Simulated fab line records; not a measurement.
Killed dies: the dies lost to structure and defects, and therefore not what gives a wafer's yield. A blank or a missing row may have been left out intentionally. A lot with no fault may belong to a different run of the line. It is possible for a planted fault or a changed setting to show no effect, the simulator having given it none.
Matching of chambers | flow n5Finfet | pecvd-04 running N5_BEOL_M11_DEP_56: 3 sister chambers
The step deposits SiCN from 3MS/NH3, target thk 30 nm, time 10.5 s. 3 wafers are shown with their chamber, then 7 later ones without.

WAFERS, EACH WITH ITS CHAMBER
wafer  | chamber | showerheadPlenumPTorr (Torr)
L074.2 | 1       | 4.223
L079.3 | 0       | 4.151
L079.4 | 2       | 4.159

WAFERS MISSING THEIR CHAMBER
wafer  | showerheadPlenumPTorr (Torr)
L079.6 | 4.147
L095.2 | 4.217
L095.4 | 4.154
L095.5 | 4.232
L097.4 | 4.152
L097.5 | 4.226
L097.6 | 4.165

CHAMBER TAKEN BY EACH
wafer  | from the rows above     | in truth
L079.6 | can't be placed: 0 or 2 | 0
L095.2 | 1                       | 1
L095.4 | can't be placed: 0 or 2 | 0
L095.5 | 1                       | 1
L097.4 | can't be placed: 0 or 2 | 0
L097.5 | 1                       | 1
L097.6 | can't be placed: 2 or 0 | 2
Placed correctly: 3 of 7. Unplaceable from these rows: 4, with the true chamber sitting among the candidates in 4. Placed wrongly: 0.
How it was worked out, from the rows above alone: a wafer's distance from a chamber is the root of the sum, over the readings, of the square of ((its reading less the chamber's mean) divided by the reading's scatter). The wafer belongs to the nearest chamber; if the next one is less than 2 further off, it can't be placed. A chamber's mean is the mean of its shown wafers. The scatter: with one shown wafer a chamber, the root of the mean of the squares of how far each hidden wafer lies from its nearest shown one.
